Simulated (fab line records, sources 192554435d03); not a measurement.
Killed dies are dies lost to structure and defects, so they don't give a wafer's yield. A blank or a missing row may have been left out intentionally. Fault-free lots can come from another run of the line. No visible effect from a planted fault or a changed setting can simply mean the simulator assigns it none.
fab line records / flow n5_finfet
record: lots: 5 wafers: 15 last_day: 17
route steps=1938 shown BEOL_M5@1151 PASSIVATION@1936
lots that met no fault: taken from a fault-free run of the same line
start_h: hours from the record's first day to the start of the lot's first wafer shown / wait_h: hours elapsed since this lot's preceding step / " repeats the value in the row above / L1.1+2: several wafers, shown together as one row / - value missing, or start not given / * or withheld: withheld / < > ~ a bound
route shown NAME@n: names a module that has steps shown in the file, with the first one's number in the route / usual: mean/standard deviation taken from wafers without a fault / same: alike in all rows / chamber/n: place in a boat / sites: per-site readings / _std_site: their standard deviation / _edge_site: mean of outer sites minus mean of inner sites / radius_mm: for every site, how far away it sits from the centre of the wafer / mask NAME#n: copy n / behind: the most recent tool/chamber to have shaped the wafer / hold: reason for holding the lot/hours on hold/outcome of the hold / device: the n, p or np transistor that did not switch / end of line: at the end of the route, the tests of the same wafers / for a step that has no rows: nothing shown but its recipe / killed: the dies lost at the first sort to structure and to defects; this is not the yield of the wafer / map: the dies of a wafer, with x for killed, . for not killed, _ for no die there
set.NAME: setting as actually run; set.NAME@STEP: the setting as run at that earlier step / model.NAME: the simulator's own value behind a step, which no gauge read
lots at some steps of the route; a table a step, a row a wafer
services: when a tool's chamber went out of use (start_h, in hours from the record's first day, below 0 if earlier), for how many hours, and the reason
== steps ==
step: N5_BEOL_M5_DESCUM_33
recipe: chemistry: O2 time_s: 7 source_power_w: 50 bias_power_w: 20 pressure_mtorr: 20 rf_frequency_hz: 2.712e+07 temp_c: 40 resist: CAR-EUV o2_flow_sccm: 225
step: N5_BEOL_M5_ETCH_75
recipe: chemistry: N2/H2 target: underlayer target_depth_a: 65 mask_material: CAR-EUV time_s: 5.2 ion_energy_ev: 200 pressure_mtorr: 30 source_w: 840 bias_w: 150 n2_flow_sccm: 200 h2_flow_sccm: 200 ends: cleared
step: N5_BEOL_M5_ETCH_67
recipe: chemistry: CF4 target: SiARC target_depth_a: 156 mask_material: CAR-EUV time_s: 26 ion_energy_ev: 80 pressure_mtorr: 40 source_w: 545 bias_w: 36 Ar_flow_sccm: 100 cf4_flow_sccm: 100 ends: cleared
step: N5_BEOL_M5_ETCH_68
recipe: chemistry: N2/H2 target: SOC target_depth_a: 800 overetch_a: 160 mask_material: SiARC temp_c: 40 time_s: 120 ion_energy_ev: 200 pressure_mtorr: 30 source_w: 840 bias_w: 150 n2_flow_sccm: 200 h2_flow_sccm: 200
step: N5_BEOL_M5_STRIP_69
recipe: chemistry: N2/H2 temp_c: 40 n2_flow_sccm: 200 h2_flow_sccm: 200 rf_frequency_hz: 6e+07
step: N5_BEOL_M5_STRIP_76
recipe: chemistry: N2/H2 temp_c: 40 n2_flow_sccm: 200 h2_flow_sccm: 200 rf_frequency_hz: 6e+07
step: N5_BEOL_M5_VIA_ETCH_34
recipe: chemistry: C4F6/O2 target: SiCOH_lowk target_depth_a: 883 mask_material: SOC taper_deg: 4 time_s: 39.2 ion_energy_ev: 250 pressure_mtorr: 30 source_w: 345 bias_w: 185 Ar_flow_sccm: 300 C4F6_flow_sccm: 10 O2_flow_sccm: 10
step: N5_BEOL_M5_STRIP_85
recipe: chemistry: C4F6/O2 resist: SiARC rf_frequency_hz: 6e+07
step: N5_BEOL_M5_STRIP_36
recipe: chemistry: N2/H2 power_w: 450 temp_c: 40 pressure_mtorr: 20 rf_frequency_hz: 6e+07 overash_fraction: 0.3 bias_power_w: 7 h2_frac: 0.5 n2_flow_sccm: 200 h2_flow_sccm: 200
step: N5_BEOL_M5_TRENCH_ETCH_37
recipe: chemistry: C4F6/O2 target_depth_a: 716.52 target: SiCOH_lowk time_s: 24.7 ion_energy_ev: 250 pressure_mtorr: 30 source_w: 345 bias_w: 185 Ar_flow_sccm: 300 C4F6_flow_sccm: 10 O2_flow_sccm: 10
step: N5_BEOL_M5_ETCH_41
recipe: chemistry: CH3F/O2 target: SiCN target_depth_a: 315 taper_deg: 2 time_s: 56.7 ion_energy_ev: 120 mask_material: TiN pressure_mtorr: 30 source_w: 395 bias_w: 75 Ar_flow_sccm: 150 CH3F_flow_sccm: 30 O2_flow_sccm: 20
step: N5_BEOL_M5_STRIP_91
recipe: chemistry: N2/H2 time_s: 10 power_w: 450 temp_c: 40 pressure_mtorr: 20 rf_frequency_hz: 6e+07 bias_power_w: 7 n2_flow_sccm: 200 h2_flow_sccm: 200
usual: chamber_pressure_mTorr: 20.001/0.018 drypump_motor_current_A: 6.0/0.48 oes_product_au: 0.81/0.096 rf_vpp_V: 59.3/0.92 showerhead_plenum_p_Torr: 2.53/0.072 temp_c: 40.00/0.12 throttle_valve_pct: 23.4/0.4
same: time_s: 10
lot.wafer=L796.1 tool=rie_diel-06 chamber=0 start_h=212.66 wait_h=- chamber_pressure_mTorr=20.035 drypump_motor_current_A=6.1 oes_product_au=0.83 rf_hours_counter_h=89 rf_vpp_V=59.8 showerhead_plenum_p_Torr=2.58 temp_c=40.08 throttle_valve_pct=23.8
lot.wafer=L796.2 tool=rie_diel-06 chamber=2 start_h=212.66 wait_h=- chamber_pressure_mTorr=19.996 drypump_motor_current_A=5.3 oes_product_au=0.75 rf_hours_counter_h=172 rf_vpp_V=60.4 showerhead_plenum_p_Torr=2.54 temp_c=40.09 throttle_valve_pct=24.1
lot.wafer=L796.5 tool=rie_diel-06 chamber=2 start_h=212.66 wait_h=- chamber_pressure_mTorr=20.015 drypump_motor_current_A=5.4 oes_product_au=0.75 rf_hours_counter_h=- rf_vpp_V=60.5 showerhead_plenum_p_Torr=2.54 temp_c=39.95 throttle_valve_pct=24.1
lot.wafer=L798.1 tool=rie_diel-02 chamber=2 start_h=220.97 wait_h=- chamber_pressure_mTorr=20.005 drypump_motor_current_A=6.1 oes_product_au=0.96 rf_hours_counter_h=7 rf_vpp_V=58.6 showerhead_plenum_p_Torr=2.53 temp_c=40.16 throttle_valve_pct=24.2
lot.wafer=L798.4 tool=rie_diel-02 chamber=3 start_h=220.97 wait_h=- chamber_pressure_mTorr=20.033 drypump_motor_current_A=5.3 oes_product_au=0.84 rf_hours_counter_h=64 rf_vpp_V=58.1 showerhead_plenum_p_Torr=2.47 temp_c=39.95 throttle_valve_pct=23.2
lot.wafer=L798.6 tool=rie_diel-02 chamber=3 start_h=220.97 wait_h=- chamber_pressure_mTorr=20.031 drypump_motor_current_A=5.3 oes_product_au=0.83 rf_hours_counter_h=- rf_vpp_V=58.9 showerhead_plenum_p_Torr=2.47 temp_c=39.97 throttle_valve_pct=23.2
lot.wafer=L807.1 tool=rie_diel-02 chamber=1 start_h=284.00 wait_h=- chamber_pressure_mTorr=20.014 drypump_motor_current_A=6.7 oes_product_au=0.77 rf_hours_counter_h=122 rf_vpp_V=59.6 showerhead_plenum_p_Torr=2.55 temp_c=40.24 throttle_valve_pct=23.3
lot.wafer=L807.3 tool=rie_diel-02 chamber=2 start_h=284.00 wait_h=- chamber_pressure_mTorr=19.987 drypump_motor_current_A=6.1 oes_product_au=0.90 rf_hours_counter_h=27 rf_vpp_V=59.4 showerhead_plenum_p_Torr=2.52 temp_c=40.17 throttle_valve_pct=24.2
lot.wafer=L807.5 tool=rie_diel-02 chamber=0 start_h=284.00 wait_h=- chamber_pressure_mTorr=20.021 drypump_motor_current_A=6.3 oes_product_au=0.67 rf_hours_counter_h=- rf_vpp_V=59.9 showerhead_plenum_p_Torr=2.58 temp_c=40.04 throttle_valve_pct=23.1
lot.wafer=L809.1 tool=rie_diel-02 chamber=0 start_h=291.18 wait_h=- chamber_pressure_mTorr=20.015 drypump_motor_current_A=6.3 oes_product_au=0.67 rf_hours_counter_h=245 rf_vpp_V=60.6 showerhead_plenum_p_Torr=2.58 temp_c=39.91 throttle_valve_pct=23.1
lot.wafer=L809.4 tool=rie_diel-02 chamber=1 start_h=291.18 wait_h=- chamber_pressure_mTorr=19.992 drypump_motor_current_A=6.6 oes_product_au=0.77 rf_hours_counter_h=125 rf_vpp_V=59.6 showerhead_plenum_p_Torr=2.55 temp_c=40.07 throttle_valve_pct=23.3
lot.wafer=L809.6 tool=rie_diel-02 chamber=0 start_h=291.18 wait_h=- chamber_pressure_mTorr=19.983 drypump_motor_current_A=6.3 oes_product_au=0.67 rf_hours_counter_h=- rf_vpp_V=58.7 showerhead_plenum_p_Torr=2.58 temp_c=39.97 throttle_valve_pct=23.1
lot.wafer=L812.1 tool=rie_diel-02 chamber=3 start_h=314.97 wait_h=- chamber_pressure_mTorr=19.990 drypump_motor_current_A=5.2 oes_product_au=0.79 rf_hours_counter_h=94 rf_vpp_V=58.1 showerhead_plenum_p_Torr=2.46 temp_c=39.97 throttle_valve_pct=23.2
lot.wafer=L812.3 tool=rie_diel-02 chamber=1 start_h=314.97 wait_h=- chamber_pressure_mTorr=19.991 drypump_motor_current_A=6.6 oes_product_au=0.75 rf_hours_counter_h=133 rf_vpp_V=59.1 showerhead_plenum_p_Torr=2.54 temp_c=40.08 throttle_valve_pct=23.3
lot.wafer=L812.5 tool=rie_diel-02 chamber=1 start_h=314.97 wait_h=- chamber_pressure_mTorr=19.988 drypump_motor_current_A=6.6 oes_product_au=0.75 rf_hours_counter_h=- rf_vpp_V=60.0 showerhead_plenum_p_Torr=2.54 temp_c=40.01 throttle_valve_pct=23.3
step: N5_BEOL_M5_HM_STRIP_39
recipe: chemistry: peroxide_tin_strip material: TiN target_depth_a: 250 temp_c: 50 time_s: 158
step: N5_BEOL_M5_SRD_40
recipe: time_s: 30 temp_c: 23 rinse_liquid: diw dry: ipa_marangoni
step: N5_BEOL_M5_PRECLEAN_42
recipe: chemistry: residue_remover time_s: 60 temp_c: 40
step: N5_BEOL_M5_SRD_43
recipe: time_s: 30 temp_c: 23 rinse_liquid: diw dry: ipa_marangoni
step: N5_BEOL_M5_CURE_80
recipe: temp_c: 370 time_s: 120 ambient: DMADMS/He material: SiCOH_lowk
step: N5_BEOL_M5_DEGAS_44
recipe: ambient: vacuum temp_c: 250 time_s: 60
step: N5_BEOL_M5_PRE_CLEAN_45
recipe: gas: H2/He time_s: 30 temp_c: 250
step: N5_BEOL_M5_ALD_86
recipe: material: TaN target_thk_a: * temp_c: 275 ald_precursor_family: PDMAT ald_co_reactant: NH3 pressure_torr: 3 carrier_flow_sccm: 1500 pulse_time_s: 2 purge_time_s: 3 co_reactant_purge_time_s: 2 co_reactant_pulse_time_s: 3 ald_cycles: 30 precursor_vessel_temp_c: 75 precursor_vessel_pressure_torr: 26.25 precursor_vessel_carrier_sccm: 1000
step: N5_BEOL_M5_SURFACE_TREAT_87
recipe: gas: Ar time_s: * ion_energy_ev: * ion_current_ma_cm2: 0.5 pressure_mtorr: * ar_flow_sccm: 30
step: N5_BEOL_M5_CVD_47
recipe: material: Co target_thk_a: 30 temp_c: withheld precursor: CCTBA/H2 pressure_torr: 30 time_s: 216
step: N5_BEOL_M5_SPUTTER_48
recipe: material: Cu target_thk_a: 150 temp_c: -20 chamber_pressure_pa: 0.07 power_w: withheld time_s: 27.62
step: N5_BEOL_M5_ANNEAL_49
recipe: temp_c: 400 time_s: 1800 ambient: vacuum
step: N5_BEOL_M5_SPUTTER_81
recipe: material: Cu target_thk_a: 150 temp_c: -20 chamber_pressure_pa: 0.07 power_w: withheld time_s: 27.62
step: N5_BEOL_M5_ANNEAL_82
recipe: temp_c: 400 time_s: 1800 ambient: vacuum
step: N5_BEOL_M5_SPUTTER_83
recipe: material: Cu target_thk_a: 150 temp_c: -20 chamber_pressure_pa: 0.07 power_w: withheld time_s: 27.62
step: N5_BEOL_M5_ANNEAL_84
recipe: temp_c: 400 time_s: 1800 ambient: vacuum
step: N5_BEOL_M5_SPUTTER_88
recipe: material: Cu target_thk_a: 150 temp_c: -20 chamber_pressure_pa: 0.07 power_w: withheld time_s: 27.62
step: N5_BEOL_M5_ANNEAL_89
recipe: temp_c: 400 time_s: 1800 ambient: vacuum
step: N5_BEOL_M5_SPUTTER_90
recipe: material: Cu target_thk_a: 45 temp_c: -20 chamber_pressure_pa: 0.07 power_w: withheld time_s: 8.29
step: N5_BEOL_M5_ECD_50
recipe: material: Cu target_thk_a: 3000
step: N5_BEOL_M5_ANNEAL_51
recipe: temp_c: 225 time_s: 90 ambient: N2
step: N5_BEOL_M5_CMP_52
recipe: stop_on: SiCOH_lowk t_overpolish_s: 6.9 down_force_psi: 1 platen_rpm: 50 clearing_platen_down_force_psi: 1.5 clearing_platen_rpm: 50 post_cmp_clean: cu_alkaline target_thk_nm: 62 clearing_platen_pad_velocity_m_s: 0.99484 pad_velocity_m_s: 0.99484
step: N5_BEOL_M5_PRE_CLEAN_77
recipe: gas: NH3/H2 time_s: 15 temp_c: * rf_power_w: 300
step: N5_BEOL_M5_CO_CAP_78
recipe: material: Co target_thk_a: 20 temp_c: 200 precursor: CCTBA/H2 pressure_torr: 30 time_s: 102.1
step: N5_BEOL_M5_PRE_CLEAN_55
recipe: gas: NH3 time_s: 15 temp_c: withheld rf_power_w: 300
step: N5_BEOL_M5_DEP_56
recipe: material: SiCN target_thk_a: 80 temp_c: withheld precursor: 3MS/NH3 pressure_torr: 3 rf_w: 202 time_s: 14
step: N5_PASSIVATION_PROBE_49
usual: defect_limited_yield: 91.1/1.6 killed_at_M0_to_M3: 35/11 killed_at_M4_up: 13/5.4 killed_at_contacts: 13/6.5 killed_at_front_end: 40/14 killed_at_other: 4/3.1 killed_dies: 105/18 killed_open: 69/14 killed_short: 34/7.3 sort_bin_5_function: 5.2/0.96 sort_bin_6_memory: 3.4/0.77 sort_n_pass: 1075/19 sort_yield_pct: 91.1/1.6
same: gross_dies: 1180 killed_at_back_side: 0 sort_bin_4_leakage[%]: 0 sort_bin_8_speed[%]: 0
lot.wafer=L807.1 tool=prober-02 chamber=- start_h=381.14 wait_h=0.0 defect_limited_yield[%]=78.5 killed_at_M0_to_M3=50 killed_at_M4_up=120 killed_at_contacts=12 killed_at_front_end=70 killed_at_other=2 killed_dies=254 killed_open=91 killed_short=53 sort_bin_5_function[%]=13.2 sort_bin_6_memory[%]=6.3 sort_n_pass=926 sort_yield_pct[%]=78.5
lot.wafer=L807.3 tool=prober-02 chamber=- start_h=381.24 wait_h=0.1 defect_limited_yield[%]=81.1 killed_at_M0_to_M3=49 killed_at_M4_up=132 killed_at_contacts=6 killed_at_front_end=35 killed_at_other=1 killed_dies=223 killed_open=70 killed_short=33 sort_bin_5_function[%]=11.7 sort_bin_6_memory[%]=5.1 sort_n_pass=957 sort_yield_pct[%]=81.1
lot.wafer=L807.5 tool=prober-02 chamber=- start_h=381.34 wait_h=0.2 defect_limited_yield[%]=80.5 killed_at_M0_to_M3=32 killed_at_M4_up=133 killed_at_contacts=16 killed_at_front_end=48 killed_at_other=1 killed_dies=230 killed_open=77 killed_short=37 sort_bin_5_function[%]=11.9 sort_bin_6_memory[%]=5.5 sort_n_pass=950 sort_yield_pct[%]=80.5
lot.wafer=L809.1 tool=prober-02 chamber=- start_h=398.46 wait_h=0.0 defect_limited_yield[%]=81.4 killed_at_M0_to_M3=31 killed_at_M4_up=132 killed_at_contacts=12 killed_at_front_end=42 killed_at_other=2 killed_dies=219 killed_open=63 killed_short=28 sort_bin_5_function[%]=12.5 sort_bin_6_memory[%]=3.5 sort_n_pass=961 sort_yield_pct[%]=81.4
lot.wafer=L809.4 tool=prober-02 chamber=- start_h=398.61 wait_h=0.2 defect_limited_yield[%]=82.4 killed_at_M0_to_M3=51 killed_at_M4_up=118 killed_at_contacts=13 killed_at_front_end=26 killed_at_other=0 killed_dies=208 killed_open=67 killed_short=29 sort_bin_5_function[%]=11.9 sort_bin_6_memory[%]=3.8 sort_n_pass=972 sort_yield_pct[%]=82.4
lot.wafer=L809.6 tool=prober-02 chamber=- start_h=398.71 wait_h=0.3 defect_limited_yield[%]=83.6 killed_at_M0_to_M3=40 killed_at_M4_up=119 killed_at_contacts=11 killed_at_front_end=21 killed_at_other=2 killed_dies=193 killed_open=38 killed_short=41 sort_bin_5_function[%]=9.8 sort_bin_6_memory[%]=3.8 sort_n_pass=987 sort_yield_pct[%]=83.6
lot.wafer=L812.1 tool=prober-01 chamber=- start_h=413.69 wait_h=0.0 defect_limited_yield[%]=83.0 killed_at_M0_to_M3=28 killed_at_M4_up=108 killed_at_contacts=18 killed_at_front_end=44 killed_at_other=3 killed_dies=201 killed_open=75 killed_short=30 sort_bin_5_function[%]=11.4 sort_bin_6_memory[%]=4.2 sort_n_pass=979 sort_yield_pct[%]=83.0
lot.wafer=L812.3 tool=prober-01 chamber=- start_h=413.79 wait_h=0.1 defect_limited_yield[%]=80.5 killed_at_M0_to_M3=31 killed_at_M4_up=119 killed_at_contacts=22 killed_at_front_end=51 killed_at_other=7 killed_dies=230 killed_open=65 killed_short=46 sort_bin_5_function[%]=12.5 sort_bin_6_memory[%]=3.8 sort_n_pass=950 sort_yield_pct[%]=80.5
lot.wafer=L812.5 tool=prober-01 chamber=- start_h=413.89 wait_h=0.2 defect_limited_yield[%]=79.0 killed_at_M0_to_M3=36 killed_at_M4_up=113 killed_at_contacts=9 killed_at_front_end=89 killed_at_other=1 killed_dies=248 killed_open=105 killed_short=33 sort_bin_5_function[%]=13.7 sort_bin_6_memory[%]=5.3 sort_n_pass=932 sort_yield_pct[%]=79.0
killed by level:class
L807.1 BEOL_M5:unspecified=110 STI_FIN_REVEAL:geometric_particle:open=24 BEOL_M0_SAQP:geometric_particle:open=12 BEOL_M0_SAQP:geometric_particle:short=11 FIN_SAQP:geometric_particle:open=9 BEOL_M1:geometric_particle:open=9 FIN_SAQP:geometric_particle:short=7 GATE_CUT:geometric_particle:short=7
L807.3 BEOL_M5:unspecified=120 BEOL_M0_SAQP:geometric_particle:short=16 STI_FIN_REVEAL:geometric_particle:open=11 BEOL_M1:geometric_particle:open=11 BEOL_M3:geometric_particle:open=9 BEOL_M0_SAQP:geometric_particle:open=7 BEOL_M4:geometric_particle:open=7 STARTING-WAFER:geometric_particle:open=7
L807.5 BEOL_M5:unspecified=116 STI_FIN_REVEAL:geometric_particle:open=17 MOL_CONTACT_COAG:geometric_particle:open=13 BEOL_M0_SAQP:geometric_particle:short=10 FIN_SAQP:geometric_particle:open=9 BEOL_M4:geometric_particle:open=8 BEOL_M0_SAQP:geometric_particle:open=7 GATE_CUT:geometric_particle:short=5
L809.1 BEOL_M5:unspecified=118 FIN_SAQP:geometric_particle:open=10 FIN_CUT:area_etch=10 MOL_CONTACT_COAG:geometric_particle:open=9 BEOL_M2:geometric_particle:open=8 BEOL_M0_SAQP:geometric_particle:open=7 FIN_SAQP:geometric_particle:short=5 DUMMY_GATE:geometric_particle:open=4
L809.4 BEOL_M5:unspecified=111 BEOL_M0_SAQP:geometric_particle:open=18 BEOL_M0_SAQP:geometric_particle:short=12 MOL_CONTACT_COAG:geometric_particle:open=10 BEOL_M2:geometric_particle:open=8 FIN_SAQP:geometric_particle:short=6 DUMMY_GATE:geometric_particle:open=6 BEOL_M4:geometric_particle:open=6
L809.6 BEOL_M5:unspecified=114 BEOL_M0_SAQP:geometric_particle:short=13 BEOL_M1:geometric_particle:open=7 MOL_CONTACT_COAG:geometric_particle:open=6 MOL_CONTACT_COAG:geometric_particle:short=5 BEOL_M0_SAQP:geometric_particle:open=5 BEOL_M1:geometric_particle:short=5 FIN_SAQP:geometric_particle:short=4
L812.1 BEOL_M5:unspecified=96 STI_FIN_REVEAL:geometric_particle:open=19 MOL_CONTACT_COAG:geometric_particle:open=14 BEOL_M2:geometric_particle:open=9 FIN_SAQP:geometric_particle:short=6 FIN_SAQP:geometric_particle:open=5 BEOL_M2:geometric_particle:short=5 BEOL_M4:geometric_particle:open=4
L812.3 BEOL_M5:unspecified=111 MOL_CONTACT_COAG:geometric_particle:open=17 FIN_SAQP:geometric_particle:open=11 BEOL_M0_SAQP:geometric_particle:short=11 FIN_SAQP:geometric_particle:short=9 STI_FIN_REVEAL:geometric_particle:open=8 BEOL_M0_SAQP:geometric_particle:open=7 BEOL_M4:geometric_particle:short=7
L812.5 BEOL_M5:unspecified=106 STI_FIN_REVEAL:geometric_particle:open=51 STI_FIN_REVEAL:geometric_particle:short=9 BEOL_M0_SAQP:geometric_particle:open=9 MOL_CONTACT_COAG:geometric_particle:open=8 BEOL_M0_SAQP:geometric_particle:short=8 BEOL_M2:geometric_particle:open=7 FIN_SAQP:geometric_particle:open=6
map L807.1 (x killed, . not)
_________________.....x..xx..________________
______________...x...........x.._____________
___________...................x....__________
__________......x......x............_________
________.........................x..x._______
_______......x........x..........x....x______
______...x......x.........xxx.xx...x..x._____
_____..x...............x..............x..____
____...x....xx.......x..........x.........___
___......x..............x........x..x....xx__
___x............x..x.x.x..x..xx.......x....__
__...xx.....x....x....xx........x.......x..._
__........x...............x......x.........._
_............................x.............x.
_......x..x...x.x.x........x.....x.......x...
_...x.x..x...xxxxxx..........................
_........x.xxx.xxx.x......x.x....x..........x
_......x.xxxxxxxxxxxx....x.....x......x..x...
_......xx.xxxxxxxxx.x....x...................
_......xxxxxxxxxxxxx.x...................x...
_.....xxxxxxxxxxxxx.xxx.x............x....x..
__.xx.xxxxxxxxxxxxxx...x.x.x........xx......_
__....x..xxxxxxxxxx.xx.......x......x...x..._
___.....xxx.xxxxxx.x.................x.....__
___.x...x..xxxxxx................x.x.x.....__
____......xx.x..x.x.......x.x.x........x..___
_____......x...........x....x.....x....x.____
______..x..x...xx.xx......x............._____
_______................x.xx......xx....______
________.x........x......x.....x.x...._______
__________....x....x.x............x._________
___________...............x....x..x__________
______________.x...x.x.........._____________
_________________....x.....x.________________
map L809.1 (x killed, . not)
_________________..........x.________________
______________..x.......x....x.x_____________
___________..................x.x...__________
__________....x..........x.........._________
________...x....................x.x..._______
_______x..x.x.x........x..x..........x.______
______..........x..x...................._____
_____.x....xx............................____
____................x..............xx.....___
___...x...x..............x...............x.__
___x..x...........x................x.......__
__.....x........x..........................._
__x....x...............x...................._
_..x.....x...........................x..x....
_...........x................................
_....x..x........x.............x.............
_x....x.xxx.x..................x.............
_.x.xxxxxxx.xxxx...x...xx....................
_...x.xxxxxxxxx..x.x...x...................x.
_..xxxxxxxxxx.xxx............x...........x...
_xx.xxxxxxxxxxx......x..............xx.......
__.xxxxxxxxxxxxx..xx.x..........xx........x._
__.xxxxxxxxxxxxx.........x.........x.....xx._
___.xxxxxxxxxxx...x.x..................x...__
___.xxxxxxxxxx.x............x..............__
____xxxxxxx.x.x..x.....x......x..x........___
_____x..xxx.xx............x...x..........____
______..xx..............x.xx............_____
_______...x.....x..x......x..x.........______
________...x................x......x.x_______
__________...............x..x...x.x._________
___________........................__________
______________........x........._____________
_________________..........x.________________
== services ==
tool=rie_diel-06 chamber=1 start_h=268.83 hours=5.7 kind=repair
tool=rie_diel-02 chamber=0 start_h=307.50 hours=- kind=clean
tool=rie_diel-02 chamber=0 start_h=307.50 hours=- kind=consumable_replace:focus_ring
tool=rie_diel-02 chamber=0 start_h=307.50 hours=16.1 kind=scheduled_down
tool=rie_diel-02 chamber=0 start_h=307.50 hours=16.1 kind=vent_cycle
== key ==
first_sign: step: N5_PASSIVATION_PROBE_49 reading: killed_at_M4_up direction: up sigmas: 20 usual: 13 struck: 122
effect: step: N5_PASSIVATION_PROBE_49 reading: defect_limited_yield direction: down sigmas: 6.4 usual: 91.1 struck: 81.1
more_kills_born_at: N5_BEOL_M5_STRIP_91@rie_diel-02: 1002
met_at N5_BEOL_M5_STRIP_91
struck_wafers L807.1,L807.3,L807.5,L809.1,L809.4,L809.6,L812.1,L812.3,L812.5
baseline_loss: step: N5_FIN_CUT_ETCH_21 wafers: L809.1
onset_between 220.97 284.00
also_fits time
fault: kind: chamber_particle_source tool: rie_diel-02 chamber: - onset_h: 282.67 steps: N5_BEOL_M5_STRIP_91 rate_per_visit_cm2: 0.75179 end_h: 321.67
baseline_loss: these wafers lose ten dies or more at that step, a loss of the line's own and not of a fault; the sort's usual values leave them out
